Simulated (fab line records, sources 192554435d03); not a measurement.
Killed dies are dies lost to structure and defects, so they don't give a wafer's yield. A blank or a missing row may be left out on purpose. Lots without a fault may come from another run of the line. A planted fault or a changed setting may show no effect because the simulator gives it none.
Split-lot experiment | flow n5_finfet | 7 lots, 21 wafers read, on a route of 1938 steps

THE SPLIT
At N5_BEOL_M10_COAT_64 (time 60 s, resist thk 30 nm), the setting spin_rpm was moved away from the recipe's 1500 rpm on 8 of the 21 wafers read, by -10.7% to +9.0%. The other wafers ran this setting at the recipe's value.

FROM THE SPLIT TO THE READING: what the file shows between them, 8 steps
- N5_BEOL_M10_COAT_22: resist thk 90 nm (also split here: spin_rpm)
- N5_BEOL_M10_EBR_24
- N5_BEOL_M10_SOFTBAKE_23: time 60 s
- N5_BEOL_M10_EXPOSE_25: exposes mask V9
- N5_BEOL_M10_PEB_26: peb time 60 s
- N5_BEOL_M10_DEVELOP_27: develop time 30 s
- N5_BEOL_M10_DESCUM_33: chemistry O2, time 7.9 s
- N5_BEOL_M10_ETCH_65: etches SiARC in CF4, target depth 39 nm, time 65 s

THE READING
SiARC_of_BEOL_M10_COAT_64.thk_nm (the simulator's own value, which no gauge read), in nm, at N5_BEOL_M10_ETCH_66 (etches SOC in N2/H2, target depth 120 nm, overetch 24 nm, time 180 s). The file gives no usual value for it. The 13 wafers here that ran the recipe average 22.8 nm, standard deviation 0.21 nm.

wafer  | tool, chamber at the split | spin_rpm as run, rpm | against the recipe | SiARC_of_BEOL_M10_COAT_64.thk_nm, nm | against lot-mates on the recipe
L074.2 | litho_track-02, 0          | 1500                 | recipe             | 23                                   | -
L074.6 | litho_track-02, 0          | 1500                 | recipe             | 23                                   | -
L074.4 | litho_track-02, 0          | 1500                 | recipe             | 22.6                                 | -
L084.3 | litho_track-02, 0          | 1500                 | recipe             | 22.8                                 | -
L084.5 | litho_track-02, 0          | 1500                 | recipe             | 22.8                                 | -
L084.4 | litho_track-02, 0          | 1593                 | +6.2%              | 22                                   | -0.8
L085.1 | litho_track-04, 0          | 1635                 | +9.0%              | 21.6                                 | -1.3
L085.3 | litho_track-04, 0          | 1500                 | recipe             | 22.8                                 | -
L085.4 | litho_track-04, 0          | 1500                 | recipe             | 23                                   | -
L086.2 | litho_track-04, 0          | 1340                 | -10.7%             | 24.4                                 | +1.2
L086.5 | litho_track-04, 0          | 1340                 | -10.7%             | 24.6                                 | +1.4
L086.6 | litho_track-04, 0          | 1500                 | recipe             | 23.2                                 | -
L089.2 | litho_track-03, 0          | 1500                 | recipe             | 22.4                                 | -
L089.5 | litho_track-03, 0          | 1500                 | recipe             | 22.6                                 | -
L089.6 | litho_track-03, 0          | 1627                 | +8.5%              | 21.6                                 | -0.9
L090.1 | litho_track-03, 0          | 1448                 | -3.5%              | 23.4                                 | no lot-mate on the recipe
L090.2 | litho_track-03, 0          | 1448                 | -3.5%              | 23.6                                 | no lot-mate on the recipe
L090.6 | litho_track-03, 0          | 1448                 | -3.5%              | 23.6                                 | no lot-mate on the recipe
L093.1 | litho_track-04, 0          | 1500                 | recipe             | 22.6                                 | -
L093.2 | litho_track-04, 0          | 1500                 | recipe             | 23                                   | -
L093.5 | litho_track-04, 0          | 1500                 | recipe             | 22.8                                 | -

THE FIT
A straight line over all 21 wafers: SiARC_of_BEOL_M10_COAT_64.thk_nm changes by -0.152 nm for each +1% of spin_rpm; r = -0.97; the points scatter about the line by 0.2 nm.
The same after taking each lot's own level away (the mean of its wafers on the recipe; 18 wafers): -0.124 nm for each +1%; r = -0.98; scatter 0.14 nm.
On that fit, the largest move of spin_rpm shifts the reading by 1.3 nm.
The lots' own levels span 22.50 to 23.20 nm, that is 3.3 times the standard deviation above.
So the lot-to-lot level changes the slope: the two fits differ.
Check: with one of the wafers moved furthest among these (-10.7%) left out of the fit, the line predicts +1.38 nm for it against its lot-mates. It came out at +1.2 nm against them.

OTHER SPLITS ON THESE WAFERS
These wafers also went through other splits before the reading. Each is held against what the fit with the lots' levels taken away leaves over:
other split on the same wafers | wafers away from the commonest value | r with SiARC_of_BEOL_M10_COAT_64.thk_nm (lot level and that fit taken away)
N5_BEOL_M10_COAT_22 spin_rpm   | 6                                    | +0.03

THE WHOLE CHAIN: every reading that the file lists as answering this split, in the file's order
step                | what it does                                                         | reading                                                                             | change (the file's fit)                                                                 | r (the file's)
N5_BEOL_M10_COAT_64 | time 60 s, resist thk 30 nm                                          | SiARC_of_BEOL_M10_COAT_64.thk_nm (the simulator's own value, which no gauge read)   | -0.157 nm for each +1% of the setting                                                   | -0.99
N5_BEOL_M10_ETCH_65 | etches SiARC in CF4, target depth 39 nm, time 65 s                   | etch.depth_nm (the simulator's own value, which no gauge read)                      | -0.153 nm for each +1% of the setting                                                   | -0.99
N5_BEOL_M10_ETCH_66 | etches SOC in N2/H2, target depth 120 nm, overetch 24 nm, time 180 s | SiARC_of_BEOL_M10_COAT_64.thk_nm (the simulator's own value, which no gauge read)   | -0.125 nm for each +1% of the setting                                                   | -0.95
N5_BEOL_M10_ETCH_65 | etches SiARC in CF4, target depth 39 nm, time 65 s                   | CAR-ArF_of_BEOL_M10_COAT_22.thk_nm (the simulator's own value, which no gauge read) | +0.127 nm for each +1% of the setting, in a fit together with spin_rpm@BEOL_M10_COAT_22 | 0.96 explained

THE FILE'S OWN FIT
SiARC_of_BEOL_M10_COAT_64.thk_nm changes by -0.125 nm for each +1% of spin_rpm, r = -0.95.
